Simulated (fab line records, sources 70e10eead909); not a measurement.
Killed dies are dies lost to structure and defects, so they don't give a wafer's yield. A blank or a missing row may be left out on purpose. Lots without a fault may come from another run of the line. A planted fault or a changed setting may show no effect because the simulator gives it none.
fab line records | flow nand_harc
record lots=24 wafers=72 last_day=33
route steps=1302 shown P_STI@90 P_CONTACT@246 P_M1@297
lots that met no fault: from a run of the same line without faults
start_h: hours from the record's first day to the start of the lot's first wafer shown | wait_h: hours since the lot's step before | " the same as in the row above | L1.1+2: a row that stands for several wafers | - no value, or no start given | * or withheld: withheld | < > ~ a bound
route shown NAME@n: a module of which the file shows steps, and the number in the route of the first | usual: mean/standard deviation of fault-free wafers | same: alike in all rows | chamber/n: place in a boat | sites: the reading at each site | _std_site: their standard deviation | _edge_site: outer sites' mean less inner sites' | radius_mm: how far each site lies from the wafer's centre | mask NAME#n: copy n | behind: the tool/chamber that last shaped the wafer | hold: why the lot was held/for how many hours/how that ended | device: the transistor (n, p or np) that didn't switch | end of line: the same wafers' tests at the end of the route | a step without rows: its recipe alone | killed: dies lost to structure and defects at the first sort, not the wafer's yield | map: a wafer's dies, x killed, . not, _ none there
set.NAME: the setting as run; set.NAME@STEP: as run at that earlier step | model.NAME: the simulator's own value behind a step, which no gauge read
steps of the route over a sample of lots; a table a step, a row a wafer
services: from which hour (start_h, from the record's first day; less than 0 if before it) a tool's chamber was out of use, for how many hours, and why
## steps
# step NHARC_P_STI_ETCH_15
# recipe target_depth_a=3000 taper_deg=4 time_s=100.1 hbr_flow_sccm=150 cl2_flow_sccm=50 rf_w=400 icp_w=400 bias_w=100 chemistry=HBr/Cl2
# usual drypump_motor_current_A=5.5/0.37 mfc_cl2_sccm=50.01/0.16 oes_product_au=0.998/0.012 throttle_valve_pct=26.405/0.0098
# columns lot.wafer tool chamber start_h wait_h drypump_motor_current_A mfc_cl2_sccm oes_product_au rf_hours_counter_h throttle_valve_pct
L074.2 rie_si-01 2 44.12 - 6.0 49.93 1.017 0.1 26.410
L074.3 " 0 " " 5.7 49.89 0.996 0.2 26.413
L074.5 " 2 " " 6.0 49.85 1.011 - 26.382
L075.2 rie_si-06 0 55.03 - 5.2 49.78 0.996 0.9 26.427
L075.3 " 3 " " 5.7 50.21 0.983 1.2 26.401
L075.5 " 1 " " 5.0 49.92 0.975 - 26.409
L076.3 rie_si-06 2 63.14 - 6.1 49.75 0.994 1.1 26.402
L076.6 " 2 " " 6.1 49.72 1.002 - 26.407
L076.5 " 3 " " 5.7 49.93 0.980 - 26.395
L077.2 rie_si-04 2 75.64 - 5.0 50.11 0.994 0.4 26.411
L077.4 " 0 " " 5.7 50.01 0.984 0.5 26.415
L077.6 " 3 " " 5.2 50.23 0.991 - 26.398
L078.4 rie_si-06 1 84.84 - 5.0 49.91 0.976 0.0 26.408
L078.3 " 2 " " 6.1 49.83 1.005 0.0 26.411
L078.5 " 0 " " 5.2 50.01 1.007 - 26.409
L079.2 rie_si-04 0 94.98 - 5.7 50.07 0.996 0.7 26.406
L079.6 " 3 " " 5.2 49.98 0.997 - 26.396
L079.5 " 0 " " 5.6 49.98 1.001 - 26.381
L080.3 rie_si-06 3 105.07 - 5.7 49.98 0.983 0.2 26.412
L080.4 " 2 " " 6.1 50.22 1.002 0.2 26.405
L080.6 " 0 " " 5.2 50.06 1.017 - 26.410
L081.4 rie_si-04 1 116.88 - 5.5 49.94 1.008 0.7 26.412
L081.2 " 2 " " 5.0 49.98 1.001 0.7 26.404
L081.6 " 0 " " 5.7 50.25 1.000 - 26.393
L082.2 rie_si-04 3 123.82 - 5.2 49.98 1.008 0.9 26.394
L082.4 " 0 " " 5.7 50.11 1.001 0.9 26.400
L082.5 " 3 " " 5.2 49.80 0.998 - 26.406
L083.2 rie_si-06 2 137.25 - 6.1 50.24 0.994 0.3 26.408
L083.3 " 3 " " 5.7 49.89 0.983 0.4 26.387
L083.4 " 0 " " 5.2 49.99 1.018 0.4 26.398
L084.3 rie_si-06 3 143.98 - 5.7 50.08 1.000 0.5 26.398
L084.4 " 0 " " 5.2 49.81 1.027 0.5 26.421
L084.6 " 1 " " 5.0 49.88 0.995 - 26.408
L085.3 rie_si-06 0 154.87 - 5.2 50.11 1.007 0.6 26.413
L085.2 " 2 " " 6.1 50.10 0.982 0.5 26.409
L085.5 " 0 " " 5.2 50.08 1.006 - 26.404
L086.4 rie_si-06 1 163.49 - 4.9 50.24 0.976 0.5 26.404
L086.6 " 1 " " 4.9 50.09 0.988 - 26.419
L086.5 " 2 " " 6.1 50.14 0.986 - 26.400
L087.4 rie_si-06 0 175.31 - 5.2 49.86 1.015 0.7 26.418
L087.3 " 1 " " 4.9 49.96 0.974 0.6 26.419
L087.6 " 3 " " 5.7 49.98 0.986 - 26.393
L088.2 rie_si-01 0 183.44 - 5.6 49.95 0.993 0.7 26.398
L088.3 " 3 " " 5.6 49.98 1.029 0.8 26.410
L088.6 " 1 " " 5.8 50.08 1.017 - 26.402
L089.2 rie_si-04 1 193.64 - 5.5 49.91 1.004 0.1 26.403
L089.4 " 2 " " 5.0 49.65 1.005 0.1 26.387
L089.3 " 0 " " 5.7 50.07 0.994 0.1 26.393
L090.4 rie_si-01 0 202.80 - 5.7 50.18 0.994 0.0 26.406
L090.5 " 3 " " 5.6 49.82 1.011 - 26.399
L090.6 " 0 " " 5.7 49.83 0.990 - 26.420
L091.4 rie_si-04 3 216.74 - 5.2 50.02 0.991 0.3 26.401
L091.3 " 0 " " 5.7 50.03 1.003 0.2 26.419
L091.5 " 0 " " 5.7 50.10 0.997 - 26.393
L092.3 rie_si-01 2 223.20 - 6.0 49.95 1.004 0.1 26.407
L092.4 " 0 " " 5.6 49.85 0.996 0.2 26.408
L092.5 " 2 " " 6.0 50.14 1.006 - 26.416
L093.1 rie_si-06 1 233.63 - 5.0 50.30 0.984 1.0 26.412
L093.5 " 3 " " 5.7 49.78 0.985 - 26.413
L093.6 " 0 " " 5.2 50.19 1.017 - 26.418
L094.3 rie_si-04 2 243.02 - 5.0 49.98 0.998 0.5 26.410
L094.1 " 3 " " 5.2 50.00 0.998 0.5 26.416
L094.6 " 2 " " 5.0 50.26 1.006 - 26.413
L095.1 rie_si-04 0 255.01 - 5.7 50.19 1.006 0.5 26.408
L095.4 " 2 " " 5.0 49.84 1.010 0.6 26.402
L095.5 " 3 " " 5.3 50.31 1.004 - 26.408
L096.4 rie_si-04 0 263.28 - 5.7 49.87 1.011 0.6 26.416
L096.2 " 2 " " 5.0 49.77 1.014 0.7 26.388
L096.5 " 0 " " 5.7 49.81 0.999 - 26.401
L097.1 rie_si-06 0 273.57 - 5.2 50.10 1.014 0.1 26.411
L097.3 " 3 " " 5.7 50.04 0.995 0.0 26.390
L097.5 " 0 " " 5.2 49.69 1.001 - 26.404
# step NHARC_P_STI_CMP_21
# recipe t_overpolish_s=20 target_thk_nm=380.67
# usual motor_current_A=11.9/1.1 overpolish_run_s=20.000/0.0099 slurry_filter_dp_kPa=13.52/0.12 slurry_flow_ml_min=150.0/0.51
# columns lot.wafer tool chamber start_h wait_h motor_current_A overpolish_run_s slurry_filter_dp_kPa slurry_flow_ml_min
L074.3 cmp-04 3 66.20 0.4 13.6 20.011 13.49 150.1
L074.2 " 0 " " 12.3 20.006 13.50 150.2
L074.5 " 2 " " 10.4 19.999 13.61 149.8
L075.3 cmp-04 0 73.41 0.4 11.7 20.001 13.54 150.6
L075.2 " 1 " " 10.5 19.997 13.57 149.9
L075.5 " 2 " " 9.7 20.017 13.43 150.6
L076.3 cmp-01 1 81.65 0.4 11.7 20.020 13.69 150.8
L076.6 " 3 " " 12.2 20.000 13.69 150.0
L076.5 " 0 " " 12.1 20.005 13.41 150.2
L077.4 cmp-02 0 96.28 0.4 13.6 20.007 13.68 150.1
L077.2 " 2 " " 11.5 19.996 13.53 150.4
L077.6 " 3 " " 11.7 20.002 13.60 149.9
L078.4 cmp-02 0 103.60 0.4 13.8 19.987 13.42 148.8
L078.3 " 2 " " 11.0 20.008 13.55 149.4
L078.5 " 0 " " 12.8 19.999 13.51 149.4
L079.2 cmp-02 0 112.38 0.4 14.1 20.007 13.67 149.8
L079.6 " 2 " " 11.3 19.998 13.42 149.4
L079.5 " 3 " " 10.8 20.012 13.44 150.2
L080.3 cmp-01 3 123.36 0.4 11.8 19.991 13.69 150.2
L080.4 " 0 " " 12.2 20.007 13.42 149.3
L080.6 " 3 " " 11.5 20.006 13.60 150.2
L081.4 cmp-02 3 136.06 0.4 11.9 19.993 13.67 149.0
L081.2 " 0 " " 13.7 20.001 13.57 149.7
L081.6 " 0 " " 13.5 19.993 13.45 149.9
L082.4 cmp-04 0 143.62 0.4 11.8 19.997 13.52 150.2
L082.2 " 2 " " 9.8 20.021 13.55 150.1
L082.5 " 1 " " 10.7 20.010 13.57 149.6
L083.3 cmp-01 0 160.23 0.4 13.0 20.002 13.57 150.4
L083.2 " 1 " " 11.6 20.018 13.59 150.1
L083.4 " 2 " " 11.4 20.007 13.45 150.0
L084.4 cmp-04 2 164.59 0.4 9.7 19.996 13.79 150.2
L084.3 " 0 " " 11.4 19.992 13.54 151.3
L084.6 " 2 " " 9.8 20.019 13.30 149.8
L085.3 cmp-02 1 172.12 0.4 12.1 20.010 13.70 150.6
L085.2 " 2 " " 11.7 20.000 13.36 149.4
L085.5 " 0 " " 14.0 20.003 13.50 149.4
L086.4 cmp-04 3 182.67 0.5 14.5 20.024 13.74 150.1
L086.5 " 0 " " 10.9 20.001 13.54 150.0
L086.6 " 1 " " 11.0 20.001 13.26 150.4
L089.2 cmp-01 0 208.15 0.4 11.5 20.008 13.48 149.3
L089.4 " 2 " " 11.8 19.994 13.52 150.0
L089.3 " 3 " " 11.6 19.993 13.51 149.3
L088.2 cmp-02 0 208.15 0.4 13.4 20.000 13.46 150.1
L088.3 " 2 " " 11.4 19.975 13.50 149.9
L088.6 " 3 " " 11.6 19.995 13.61 150.9
L087.3 cmp-04 1 208.18 0.4 10.9 19.998 13.57 150.5
L087.4 " 2 " " 9.9 20.019 13.45 150.2
L087.6 " 3 " " 13.8 19.981 13.44 150.7
L090.4 cmp-04 1 219.70 0.4 11.0 20.013 13.55 149.7
L090.5 " 0 " " 11.9 20.003 13.43 149.4
L090.6 " 1 " " 11.3 19.991 13.83 149.1
L091.4 cmp-02 2 233.78 0.4 11.1 19.991 13.57 149.6
L091.3 " 3 " " 12.0 19.993 13.51 150.5
L091.5 " 0 " " 14.0 20.006 13.56 150.1
L092.4 cmp-02 0 241.57 0.4 13.4 19.986 13.69 149.3
L092.3 " 1 " " 12.5 20.001 13.45 149.7
L092.5 " 1 " " 12.1 20.006 13.64 150.9
L093.1 cmp-01 2 253.54 0.4 11.8 20.000 13.46 150.5
L093.5 " 0 " " 11.9 19.992 13.55 149.1
L093.6 " 1 " " 11.4 19.997 13.16 150.3
L094.1 cmp-04 2 260.03 0.4 10.0 19.985 13.63 150.0
L094.3 " 3 " " 13.3 19.982 13.47 149.8
L094.6 " 0 " " 11.3 20.015 13.36 149.5
L095.1 cmp-02 3 274.58 0.4 11.5 20.005 13.49 150.1
L095.4 " 0 " " 13.7 19.999 13.62 150.3
L095.5 " 2 " " 10.5 19.987 13.58 149.7
L096.4 cmp-02 2 281.72 0.4 11.3 19.997 13.58 150.2
L096.2 " 3 " " 12.1 19.994 13.51 150.1
L096.5 " 2 " " 11.0 19.985 13.48 151.1
L097.3 cmp-02 3 293.04 0.4 11.8 20.005 13.60 150.4
L097.1 " 1 " " 12.7 19.999 13.63 150.1
L097.5 " 0 " " 13.5 20.009 13.64 150.2
# step NHARC_P_CONTACT_PVD_32
# recipe target_thk_a=50 chamber_pressure_pa=5 power_w=5000 substrate_temp_c=200 time_s=17.7 material=Ti
# usual throttle_valve_pct=29.5/1.1
# columns lot.wafer tool chamber start_h wait_h throttle_valve_pct
L074.2 pvd_sputter-03 - - - 28.5
L074.3 " - " " 30.7
L074.5 " - " " 28.3
L075.2 pvd_sputter-01 - - - 28.0
L075.3 " - " " 30.8
L075.5 " - " " 29.8
L076.3 pvd_sputter-03 - - - 31.4
L076.5 " - " " 30.4
L076.6 " - " " 28.5
L077.2 pvd_sputter-03 - - - 31.4
L077.4 " - " " 30.5
L077.6 " - " " 28.5
L078.3 pvd_sputter-02 - - - 30.5
L078.4 " - " " 29.0
L078.5 " - " " 29.5
L079.2 pvd_sputter-01 - - - 29.6
L079.5 " - " " 28.2
L079.6 " - " " 30.8
L080.3 pvd_sputter-01 - - - 29.8
L080.4 " - " " 30.8
L080.6 " - " " 29.6
L081.4 pvd_sputter-03 - - - 30.1
L081.2 " - " " 30.8
L081.6 " - " " 30.3
L082.2 pvd_sputter-01 - - - 28.2
L082.4 " - " " 30.8
L082.5 " - " " 31.1
L084.4 pvd_sputter-01 - - - 28.1
L084.3 " - " " 30.9
L084.6 " - " " 28.0
L083.3 pvd_sputter-02 - - - 29.2
L083.4 " - " " 30.2
L083.2 " - " " 29.8
L085.2 pvd_sputter-03 - - - 31.0
L085.3 " - " " 28.3
L085.5 " - " " 27.8
L086.4 pvd_sputter-02 - - - 29.8
L086.6 " - " " 29.4
L086.5 " - " " 30.1
L087.4 pvd_sputter-01 - - - 29.4
L087.3 " - " " 29.6
L087.6 " - " " 29.4
L088.3 pvd_sputter-03 - - - 28.0
L088.2 " - " " 28.1
L088.6 " - " " 30.0
L089.4 pvd_sputter-01 - - - 29.1
L089.2 " - " " 29.7
L089.3 " - " " 28.4
L090.4 pvd_sputter-03 - - - 30.2
L090.5 " - " " 30.5
L090.6 " - " " 27.9
L091.4 pvd_sputter-03 - - - 28.0
L091.3 " - " " 30.8
L091.5 " - " " 28.0
L092.3 pvd_sputter-01 - - - 28.1
L092.4 " - " " 31.0
L092.5 " - " " 28.3
L093.1 pvd_sputter-01 - - - 29.3
L093.5 " - " " 30.1
L093.6 " - " " 28.5
L094.1 pvd_sputter-03 - - - 30.0
L094.3 " - " " 30.9
L094.6 " - " " 28.3
L095.4 pvd_sputter-03 - - - 27.9
L095.1 " - " " 30.8
L095.5 " - " " 30.1
L096.4 pvd_sputter-02 - - - 28.9
L096.2 " - " " 30.4
L096.5 " - " " 29.7
L097.3 pvd_sputter-01 - - - 30.0
L097.1 " - " " 28.2
L097.5 " - " " 28.4
# step NHARC_P_M1_INSPECT_11
# usual raw_defect_count=4.3/2.5
# columns lot.wafer tool chamber start_h wait_h raw_defect_count
L074.2 defect_inspect-02 - 128.24 0.0 5
L074.3 " - " " 6
L074.5 " - " " 6
L075.2 defect_inspect-01 - 139.20 0.0 1
L075.3 " - " " 5
L075.5 " - " " 5
L076.3 defect_inspect-02 - 141.81 0.0 2
L076.5 " - " " 0
L076.6 " - " " 4
L077.2 defect_inspect-02 - 164.10 0.0 4
L077.4 " - " " 2
L077.6 " - " " 3
L078.3 defect_inspect-01 - 165.37 0.0 8
L078.4 " - " " 8
L078.5 " - " " 4
L079.2 defect_inspect-02 - 176.72 0.0 6
L079.5 " - " " 5
L079.6 " - " " 7
L080.3 defect_inspect-01 - 182.06 0.0 3
L080.4 " - " " 5
L080.6 " - " " 11
L081.2 defect_inspect-02 - 198.18 0.0 6
L081.4 " - " " 7
L081.6 " - " " 10
L082.2 defect_inspect-01 - 205.01 0.0 2
L082.4 " - " " 2
L082.5 " - " " 3
L084.3 defect_inspect-01 - 221.92 0.0 3
L084.4 " - " " 2
L084.6 " - " " 5
L083.2 defect_inspect-01 - 222.76 0.0 1
L083.3 " - " " 0
L083.4 " - " " 5
L085.2 defect_inspect-01 - 233.96 0.0 5
L085.3 " - " " 9
L085.5 " - " " 9
L086.4 defect_inspect-02 - 243.99 0.0 4
L086.5 " - " " 4
L086.6 " - " " 3
L087.3 defect_inspect-02 - 272.25 0.0 1
L087.4 " - " " 8
L087.6 " - " " 2
L088.2 defect_inspect-02 - 272.61 0.0 6
L088.3 " - " " 4
L088.6 " - " " 2
L089.2 defect_inspect-02 - 274.30 0.0 6
L089.3 " - " " 3
L089.4 " - " " 6
L090.4 defect_inspect-01 - 284.89 0.0 2
L090.5 " - " " 2
L090.6 " - " " 0
L091.3 defect_inspect-02 - 297.29 0.0 1
L091.4 " - " " 1
L091.5 " - " " 1
L092.3 defect_inspect-02 - 302.32 0.0 6
L092.4 " - " " 5
L092.5 " - " " 5
L093.1 defect_inspect-01 - 313.09 0.0 0
L093.5 " - " " 1
L093.6 " - " " 4
L094.1 defect_inspect-02 - 318.10 0.0 3
L094.3 " - " " 1
L094.6 " - " " 0
L095.1 defect_inspect-02 - 336.66 0.0 7
L095.4 " - " " 6
L095.5 " - " " 12
L096.2 defect_inspect-02 - 344.43 0.0 4
L096.4 " - " " 3
L096.5 " - " " 2
L097.1 defect_inspect-01 - 353.61 0.0 7
L097.3 " - " " 4
L097.5 " - " " 7
# step NHARC_P_M1_ETCH_15
# recipe target_depth_a=1825 time_s=91.2 c4f8_flow_sccm=withheld ar_flow_sccm=400 rf_w=600 bias_w=300 chemistry=C4F8/Ar
# usual oes_product_au=0.954/0.022 rf_vpp_V=439.8/2.7
# columns lot.wafer tool chamber start_h wait_h oes_product_au rf_hours_counter_h rf_vpp_V
L074.2 rie_diel-07 0 - - 0.980 0 440.4
L074.3 " 1 " " 0.948 0 443.2
L074.5 " 3 " " 0.982 - 441.9
L075.3 rie_diel-12 2 - - 0.954 1 438.6
L075.2 " 3 " " 0.966 1 440.5
L075.5 " 1 " " 0.976 - 436.4
L076.3 rie_diel-12 1 - - 0.968 2 436.9
L076.5 " 0 " " 0.985 - 440.5
L076.6 " 1 " " 0.981 - 435.9
L077.4 rie_diel-03 0 - - 0.967 5 436.5
L077.2 " 1 " " 0.947 3 445.8
L077.6 " 0 " " 0.961 - 436.9
L078.4 rie_diel-12 3 - - 0.977 3 440.0
L078.3 " 0 " " 0.979 4 437.9
L078.5 " 0 " " 0.982 - 439.9
L079.2 rie_diel-03 3 - - 0.948 6 443.5
L079.5 " 3 " " 0.954 - 441.8
L079.6 " 0 " " 0.964 - 437.2
L080.4 rie_diel-03 3 - - 0.961 6 440.8
L080.3 " 0 " " 0.954 6 437.0
L080.6 " 2 " " 0.950 - 440.8
L081.4 rie_diel-03 3 - - 0.914 8 444.3
L081.2 " 1 " " 0.920 6 444.7
L081.6 " 2 " " 0.919 - 439.9
L082.4 rie_diel-03 2 - - 0.988 8 438.2
L082.2 " 3 " " 0.964 8 443.3
L082.5 " 1 " " 0.969 - 444.9
L084.3 rie_diel-12 2 - - 0.919 7 437.6
L084.4 " 3 " " 0.924 7 440.5
L084.6 " 0 " " 0.932 - 441.5
L083.2 rie_diel-03 3 - - 0.966 9 442.9
L083.3 " 1 " " 0.954 8 443.9
L083.4 " 2 " " 0.955 9 439.2
L085.3 rie_diel-12 2 - - 0.968 8 437.6
L085.2 " 0 " " 0.971 9 438.9
L085.5 " 3 " " 0.970 - 440.4
L086.4 rie_diel-07 1 - - 0.909 31 442.1
L086.5 " 2 " " 0.904 - 437.9
L086.6 " 3 " " 0.939 - 440.4
L087.4 rie_diel-07 0 - - 0.919 46 440.3
L087.3 " 1 " " 0.911 45 440.9
L087.6 " 3 " " 0.920 - 440.1
L088.3 rie_diel-03 1 - - 0.958 13 444.5
L088.2 " 2 " " 0.950 13 438.9
L088.6 " 1 " " 0.956 - 443.7
L089.3 rie_diel-03 1 - - 0.914 13 444.3
L089.4 " 2 " " 0.921 13 440.1
L089.2 " 3 " " 0.912 14 443.1
L090.4 rie_diel-12 1 - - 0.982 1 436.5
L090.5 " 2 " " 0.965 - 437.6
L090.6 " 3 " " 0.959 - 439.9
L091.4 rie_diel-12 1 - - 0.962 2 435.3
L091.3 " 3 " " 0.970 2 441.8
L091.5 " 1 " " 0.961 - 435.5
L092.4 rie_diel-03 1 - - 0.942 1 444.7
L092.3 " 3 " " 0.936 1 441.8
L092.5 " 0 " " 0.941 - 437.0
L093.1 rie_diel-03 3 - - 0.965 2 441.7
L093.6 " 2 " " 0.972 - 439.3
L093.5 " 3 " " 0.965 - 441.5
L094.1 rie_diel-12 0 - - 0.972 5 439.7
L094.3 " 2 " " 0.958 4 438.0
L094.6 " 0 " " 0.979 - 437.7
L095.1 rie_diel-03 0 - - 0.968 4 436.5
L095.4 " 2 " " 0.963 - 440.3
L095.5 " 1 " " 0.964 - 445.1
L096.4 rie_diel-12 1 - - 0.965 5 436.1
L096.2 " 3 " " 0.983 6 440.0
L096.5 " 1 " " 0.964 - 437.3
L097.1 rie_diel-03 3 - - 0.942 5 443.1
L097.3 " 2 " " 0.987 6 439.4
L097.5 " 0 " " 0.970 - 436.7
# step NHARC_P_M1_PVD_21
# recipe target_thk_a=300 chamber_pressure_pa=5 power_w=5000 substrate_temp_c=30 time_s=20.49 material=Cu
# usual throttle_valve_pct=29.5/1
# columns lot.wafer tool chamber start_h wait_h throttle_valve_pct
L074.2 pvd_sputter-03 - - - 31.4
L074.3 " - " " 28.5
L074.5 " - " " 28.3
L075.3 pvd_sputter-02 - - - 29.4
L075.2 " - " " 29.8
L075.5 " - " " 28.7
L076.3 pvd_sputter-03 - - - 28.7
L076.5 " - " " 28.4
L076.6 " - " " 30.6
L077.2 pvd_sputter-03 - - - 28.3
L077.4 " - " " 30.4
L077.6 " - " " 31.2
L078.4 pvd_sputter-03 - - - 28.4
L078.3 " - " " 30.7
L078.5 " - " " 31.7
L079.2 pvd_sputter-02 - - - 29.4
L079.6 " - " " 29.4
L079.5 " - " " 30.3
L080.3 pvd_sputter-02 - - - 30.1
L080.4 " - " " 29.5
L080.6 " - " " 30.1
L081.2 pvd_sputter-03 - - - 28.2
L081.4 " - " " 30.1
L081.6 " - " " 28.0
L082.2 pvd_sputter-01 - - - 28.2
L082.4 " - " " 30.8
L082.5 " - " " 27.9
L084.4 pvd_sputter-03 - - - 28.0
L084.3 " - " " 28.0
L084.6 " - " " 30.2
L083.4 pvd_sputter-03 - - - 31.0
L083.2 " - " " 28.3
L083.3 " - " " 29.9
L085.2 pvd_sputter-03 - - - 31.0
L085.3 " - " " 28.1
L085.5 " - " " 30.3
L086.4 pvd_sputter-01 - - - 31.0
L086.5 " - " " 29.3
L086.6 " - " " 29.8
L087.3 pvd_sputter-02 - - - 29.7
L087.4 " - " " 28.8
L087.6 " - " " 30.2
L088.2 pvd_sputter-01 - - - 30.9
L088.3 " - " " 28.1
L088.6 " - " " 31.0
L089.4 pvd_sputter-03 - - - 30.8
L089.3 " - " " 28.3
L089.2 " - " " 30.3
L090.4 pvd_sputter-01 - - - 28.1
L090.5 " - " " 29.8
L090.6 " - " " 28.3
L091.4 pvd_sputter-01 - - - 29.6
L091.3 " - " " 30.8
L091.5 " - " " 28.4
L092.4 pvd_sputter-02 - - - 29.3
L092.3 " - " " 29.3
L092.5 " - " " 30.6
L093.1 pvd_sputter-01 - - - 30.1
L093.6 " - " " 29.2
L093.5 " - " " 29.9
L094.1 pvd_sputter-01 - - - 30.1
L094.3 " - " " 28.4
L094.6 " - " " 28.4
L095.1 pvd_sputter-03 - - - 30.9
L095.4 " - " " 28.1
L095.5 " - " " 30.8
L096.2 pvd_sputter-02 - - - 29.2
L096.4 " - " " 30.5
L096.5 " - " " 29.5
L097.1 pvd_sputter-01 - - - 29.0
L097.3 " - " " 29.9
L097.5 " - " " 28.2
## services
# columns tool chamber start_h hours kind
pvd_sputter-01 - 33.60 1.1 repair
cmp-02 - 38.72 4.0 pm
cmp-02 - 42.76 1.0 repair
pvd_sputter-01 - 48.00 10.0 pm
rie_si-06 2 49.21 7.2 repair
pvd_sputter-03 - 54.31 1.2 repair
rie_si-06 - 72.00 9.0 pm
cmp-02 - 82.24 6.9 repair
rie_diel-03 - 104.30 9.0 pm
cmp-02 - 136.72 4.0 pm
rie_diel-03 1 137.50 13.3 repair
cmp-02 - 157.63 1.3 repair
pvd_sputter-03 - 170.00 10.0 pm
cmp-02 - 196.02 0.3 repair
rie_si-06 2 213.28 6.0 repair
pvd_sputter-01 - 225.24 3.9 repair
pvd_sputter-01 - 229.17 10.0 pm
cmp-02 - 234.72 4.0 pm
rie_si-06 - 249.00 9.0 pm
pvd_sputter-01 - 253.70 4.3 repair
rie_diel-03 - 281.44 9.0 pm
rie_diel-03 - 303.67 5.1 repair
rie_diel-03 3 327.46 13.9 repair
pvd_sputter-03 - 348.00 10.0 pm
## key
fault none
